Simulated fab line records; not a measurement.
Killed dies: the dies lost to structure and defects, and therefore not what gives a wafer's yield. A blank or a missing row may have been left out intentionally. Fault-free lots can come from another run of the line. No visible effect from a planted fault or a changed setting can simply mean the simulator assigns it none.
A lot that was struck, set against a sound lot    flow nand harc    17 out of 1302 route steps
Sound: the wafers L613.1, L613.2, L613.6. Struck: wafer L621.4; the same lot's L621.6 was not struck, so it is left out; see the end for the cause.
Per side, at each step with rows, come the tool, then ch with its chambers, and then its first start. Under that, the readings that differ: sound wafers    struck wafers    difference of the means    sigmas: that difference in standard deviations of wafers without a fault.
alike: words and numbers the same on both sides, and readings whose means are apart by under 2 such deviations; not compared: readings that were withheld, readings missing a value for some wafer, numbers with overlapping values and no deviation given by the record, and bounds like >300 which may hide the same value.
The two part at a step that has a row with sigmas, a row that says differs or no value, or rows on one side only. Numbers that don't overlap but have no deviation are shown without sigmas and don't part them. A reading missing from all wafers of one side parts the sides only when that side holds two or more wafers.

NHARC_P_M1_INSPECT_11:
  sound on defect inspect-01, day 6 10:24; struck on defect inspect-02, day 9 16:34
  alike: raw defect count
NHARC_P_M1_DESCUM_14: chemistry O2, time 3 s.
  sound on rie diel-01 ch 1,3, day 6 10:28; struck on rie diel-13 ch 0, day 9 16:38
reading                         sound              struck  difference  sigmas
chamber pressure mTorr (mTorr)  59.92 59.88 59.98  60.11   +0.18       +3
oes product au (a.u.)           1.007 1.000 1.004  0.983   -0.021      -2
  alike: drypump motor current A, o2 flow sccm, rf vpp V, showerhead plenum p Torr, throttle valve pct
  not compared: rf hours counter h
then, 2 steps without rows for these wafers: NHARC_P_M1_ETCH_35 (etches the open film in N2/H2, target depth 40 nm, overetch 12 nm, time 43.94 s); NHARC_P_M1_ETCH_15 (etches the open film in C4F8/Ar, target depth 182.5 nm, time 91.2 s).
NHARC_P_M1_CD_MEAS_16:
  sound on cd sem-03, day 6 10:46; struck on cd sem-01, day 9 16:56
  alike: cd nm
NHARC_P_M1_STRIP_18: strips in N2/H2.
  sound on rie diel-10 ch 1,2,3, day 6 10:54; struck on rie diel-10 ch 0, day 9 17:00
reading       sound           struck  difference  sigmas
rf vpp V (V)  89.4 90.5 91.4  92.7    +2.3        +2
  alike: chamber pressure mTorr, drypump motor current A, oes product au, showerhead plenum p Torr, throttle valve pct
  not compared: rf hours counter h
then, 2 steps without rows for these wafers: NHARC_P_M1_ETCH_28 (etches the open film in CF4/N2, target depth 30 nm, time 72.99 s); NHARC_P_M1_STRIP_19 (strips in post etch residue remover, time 600 s).
NHARC_P_M1_DEGAS_29: time 60 s.
  sound on pvd sputter-03, day 6 11:32; struck on pvd sputter-02, day 9 17:39
  alike: heater power w, susceptor temp C
NHARC_P_M1_PRE_CLEAN_30: time 30 s.
  sound on pvd sputter-03; struck on pvd sputter-02
  alike: heater power w, susceptor temp C
NHARC_P_M1_PVD_20: deposits TaN, target thk 5 nm, time 8.06 s.
  sound on pvd sputter-03; struck on pvd sputter-02
  alike: chamber pressure pa, throttle valve pct
then, 1 step without rows for these wafers: NHARC_P_M1_PVD_21 (deposits Cu, target thk 30 nm, time 20.49 s).
NHARC_P_M1_ECD_22: material Cu, target thk 400 nm.
  sound on ecd cu-01 ch 0,1, day 6 11:53; struck on ecd cu-01 ch 1, day 9 18:05
  alike: bath heat duty pct
then, 1 step without rows for these wafers: NHARC_P_M1_ANNEAL_31 (time 90 s).
NHARC_P_M1_CMP_23: polishes, t overpolish 20 s, target thk 157.82 nm.
  sound on cmp-04 ch 0,2, day 6 12:37; struck on cmp-01 ch 2, day 9 18:43
reading                 sound           struck  difference  sigmas
motor current A (A)     12.7 12.7 13.0  10.6    -2.2        -2
time to endpoint s (s)  25.4 22.2 26.4  16.5    -8.2        -3
NHARC_P_M1_THK_MEAS_24: measures by xrf.
  sound on film metro-02, day 6 12:56; struck on film metro-01, day 9 19:02
reading      sound              struck  difference  sigmas
thk nm (nm)  156.7 153.1 155.1  159.8   +4.8        +3
-- jump in the record: it breaks off in module P_M1 and resumes in module END (first step shown: number 1302 of the route), and 18 days separate the struck wafers' starts before and after --
NHARC_END_SORT_01:
  sound on prober-02 ch 0, day 25 12:41; struck on prober-01 ch 0, day 28 00:26
  alike: defect limited yield, killed at array, killed at other, killed at periphery, killed dies, killed open, killed short, sort_bin_2_pct, sort_bin_3_pct, sort_bin_4_pct, sort n pass, sort rim yield pct, sort yield pct

WHERE THEY PART
At NHARC_P_M1_DESCUM_14 first; at NHARC_P_M1_THK_MEAS_24 last (within this record only). Later steps at which nothing parts them and some readings are alike: NHARC_END_SORT_01.

WHY: whatever the simulator had introduced
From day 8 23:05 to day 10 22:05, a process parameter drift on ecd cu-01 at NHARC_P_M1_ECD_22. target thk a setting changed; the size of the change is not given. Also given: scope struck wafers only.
